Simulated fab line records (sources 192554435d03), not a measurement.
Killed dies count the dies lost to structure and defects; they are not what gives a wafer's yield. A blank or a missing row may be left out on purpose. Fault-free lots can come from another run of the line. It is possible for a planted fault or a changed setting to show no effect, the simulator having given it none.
Which of the tools did it? + flow n5_finfet + 26 wafers from 9 lots sampled at 5 of the route's 1938 steps

## WHAT THE GAUGES READ, wafer by wafer
N5_BEOL_M4_RC_MEAS_101.
| lot  | measured     | on        | DIBL_N (mV/V)  |
|------|--------------|-----------|----------------|
| L768 | day 7 14:54  | prober-01 | 37.0 35.4 37.2 |
| L770 | day 8 08:42  | prober-02 | 33.6 35.6 36.6 |
| L772 | day 9 00:53  | prober-02 | 34.6 36.3 35.7 |
| L774 | day 9 07:42  | prober-02 | 38.1 36.5 37.6 |
| L775 | day 9 09:17  | prober-01 | 41.1 36.9 38.0 |
| L777 | day 10 04:53 | prober-02 | 37.8 36.9      |
| L778 | day 10 05:15 | prober-01 | 38.4 35.0 34.1 |
| L782 | day 11 09:25 | prober-02 | 37.4 36.8 37.0 |
| L784 | day 12 02:38 | prober-01 | 33.1 35.0 35.7 |

## TOOL THAT RAN EACH LOT (tool first, then ch and the chambers of the sampled wafers, then the start)
| lot  | N5_SDB_DESCUM_16                  | N5_SDB_ETCH_18                    | N5_SDB_ETCH_25                    | N5_DUMMY_REMOVAL_PRECLEAN_08       |
|------|-----------------------------------|-----------------------------------|-----------------------------------|------------------------------------|
| L768 | rie_diel-06 ch 1,2,3, day 3 23:44 | rie_diel-06 ch 1,2,3, day 3 23:51 | rie_diel-06 ch 1,2,3, day 4 00:47 | remote_plasma-02 ch 0, day 4 04:26 |
| L770 | rie_diel-02 ch 0,2,3, day 4 08:24 | rie_diel-02 ch 0,2,3, day 4 08:28 | rie_diel-01 ch 0,1, day 4 08:58   | remote_plasma-02 ch 1, day 4 12:44 |
| L772 | rie_diel-06 ch 1,2,3, day 4 22:51 | rie_diel-06 ch 1,2,3, day 4 22:55 | rie_diel-01 ch 1,2,3, day 4 23:24 | remote_plasma-02 ch 1, day 5 02:59 |
| L774 | rie_diel-01 ch 2,3, day 5 09:22   | rie_diel-01 ch 2,3, day 5 09:26   | rie_diel-01 ch 0,1,2, day 5 10:49 | remote_plasma-02 ch 1, day 5 14:24 |
| L775 | rie_diel-02 ch 0,3, day 5 12:26   | rie_diel-02 ch 0,3, day 5 12:31   | rie_diel-01 ch 0,1,2, day 5 13:55 | remote_plasma-02 ch 0, day 5 17:32 |
| L777 | rie_diel-02 ch 0,3, day 6 07:11   | rie_diel-02 ch 0,3, day 6 07:15   | rie_diel-02 ch 0,2, day 6 08:49   | remote_plasma-01 ch 1, day 6 12:38 |
| L778 | rie_diel-02 ch 0,2,3, day 6 11:32 | rie_diel-02 ch 0,2,3, day 6 11:37 | rie_diel-02 ch 0,1,2, day 6 13:27 | remote_plasma-02 ch 0, day 6 17:02 |
| L782 | rie_diel-01 ch 0,1, day 7 09:25   | rie_diel-01 ch 0,1, day 7 09:29   | rie_diel-06 ch 0,1,3, day 7 09:56 | remote_plasma-02 ch 0, day 7 13:44 |
| L784 | rie_diel-02 ch 0,3, day 7 20:50   | rie_diel-02 ch 0,3, day 7 20:54   | rie_diel-02 ch 1,2,3, day 7 21:24 | remote_plasma-02 ch 1, day 8 01:03 |
- N5_SDB_DESCUM_16: chemistry O2, time 7.9 s.
- N5_SDB_ETCH_18: etches SOC in N2/H2, target depth 100 nm, overetch 20 nm, time 150 s.
- N5_SDB_ETCH_25: etches SiO2 in C4F6/O2, target depth 10 nm, time 3.3 s.
- N5_DUMMY_REMOVAL_PRECLEAN_08: cleans in NF3:NH3, afs cycles 2, time 20 s, sublimation time 60 s.

## THE ANSWER, worked out from the rows above alone
Rule: usual is defined by the lots themselves. The widest of any qualifying gaps counts: lots, ordered by their means at a reading, are off when they make up no more than a third of the lots, leave a main group of 4 or more, and stand apart from it by 3 or more times the standard deviation of that group's means. Not used: any main group whose means are identical at the precision the tables above print for the reading. Also off: a lot with no number at a reading for which 4 or more lots have one. All remaining lots with rows at the step are treated as sound.
No lot is off at any reading shown: from this, nothing can be told.

## WHAT THE SIMULATOR HAD PUT IN
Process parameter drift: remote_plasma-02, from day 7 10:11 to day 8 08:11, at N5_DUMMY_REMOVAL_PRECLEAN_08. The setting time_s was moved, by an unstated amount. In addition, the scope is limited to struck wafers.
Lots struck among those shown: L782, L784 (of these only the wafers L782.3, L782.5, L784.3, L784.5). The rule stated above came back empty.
